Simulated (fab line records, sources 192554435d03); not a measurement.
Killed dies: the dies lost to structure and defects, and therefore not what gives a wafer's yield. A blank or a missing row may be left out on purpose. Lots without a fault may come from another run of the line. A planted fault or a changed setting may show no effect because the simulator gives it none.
Which of the tools did it? + flow n5-finfet + 33 wafers from 11 lots sampled at 3 of the route's 1938 steps

## WHAT EACH GAUGE READ, for each wafer
N5_BEOL_M12_OCD_MEAS_35.
| lot  | measured     | on     | trench-depth-nm (nm) |
|------|--------------|--------|----------------------|
| L075 | day 11 16:08 | ocd-02 | 316 313 319          |
| L079 | day 12 06:43 | ocd-02 | 318 318 318          |
| L080 | day 13 13:07 | ocd-02 | 320 313 318          |
| L081 | day 14 00:24 | ocd-02 | 321 322 322          |
| L085 | day 15 00:54 | ocd-02 | 319 322 313          |
| L088 | day 15 09:01 | ocd-01 | 311 312 314          |
| L089 | day 15 13:00 | ocd-01 | 321 320 322          |
| L091 | day 16 11:48 | ocd-02 | 321 324 319          |
| L094 | day 16 19:12 | ocd-01 | 317 312 318          |
| L095 | day 16 22:37 | ocd-02 | 323 319 326          |
| L097 | day 18 03:38 | ocd-01 | 326 321 322          |

## EACH LOT AND THE TOOL THAT RAN IT (in order: tool; ch and the chambers of the sampled wafers; start)
| lot  | N5_BEOL_M11_ANNEAL_51            | N5_BEOL_M12_ETCH_67                |
|------|----------------------------------|------------------------------------|
| L075 | rtp-anneal-01 ch 0, day 11 13:12 | rie-diel-05 ch 0,1, day 11 15:39   |
| L079 | rtp-anneal-02 ch 0, day 12 03:56 | rie-diel-05 ch 2,3, day 12 06:14   |
| L080 | rtp-anneal-01 ch 0, day 13 10:03 | rie-diel-05 ch 0,2, day 13 12:37   |
| L081 | rtp-anneal-01 ch 0, day 13 21:32 | rie-diel-05 ch 1,2, day 13 23:55   |
| L085 | rtp-anneal-02 ch 0, day 14 21:49 | rie-diel-02 ch 0,1,2, day 15 00:25 |
| L088 | rtp-anneal-01 ch 0, day 15 05:58 | rie-diel-05 ch 0,1, day 15 08:32   |
| L089 | rtp-anneal-02 ch 0, day 15 09:50 | rie-diel-02 ch 0,2, day 15 12:31   |
| L091 | rtp-anneal-01 ch 0, day 16 08:58 | rie-diel-04 ch 1,3, day 16 11:19   |
| L094 | rtp-anneal-02 ch 0, day 16 15:57 | rie-diel-05 ch 0,1,3, day 16 18:43 |
| L095 | rtp-anneal-01 ch 0, day 16 19:56 | rie-diel-04 ch 1,2, day 16 22:08   |
| L097 | rtp-anneal-02 ch 0, day 18 00:43 | rie-diel-04 ch 1,2,3, day 18 03:09 |
- N5_BEOL_M11_ANNEAL_51: time 90 s.
- N5_BEOL_M12_ETCH_67: etches SiARC in CF4, target depth 143 nm, time 238.3 s.

## THE ANSWER, worked out from the rows above alone
Rule: what is usual is taken from the lots themselves. The widest of any qualifying gaps counts: lots, ordered by their means at a reading, are off when they make up no more than a third of the lots, leave a main group of 4 or more, and stand apart from it by 3 or more times the standard deviation of that group's means. If all means in a main group match to the digits the tables above print for the reading, that group is not used. Also off: a lot with no number at a reading for which 4 or more lots have one. The other lots that the step has rows for count as sound.
Nothing can be told from this: no lot is off at any reading shown.

## WHAT WAS PUT IN BY THE SIMULATOR
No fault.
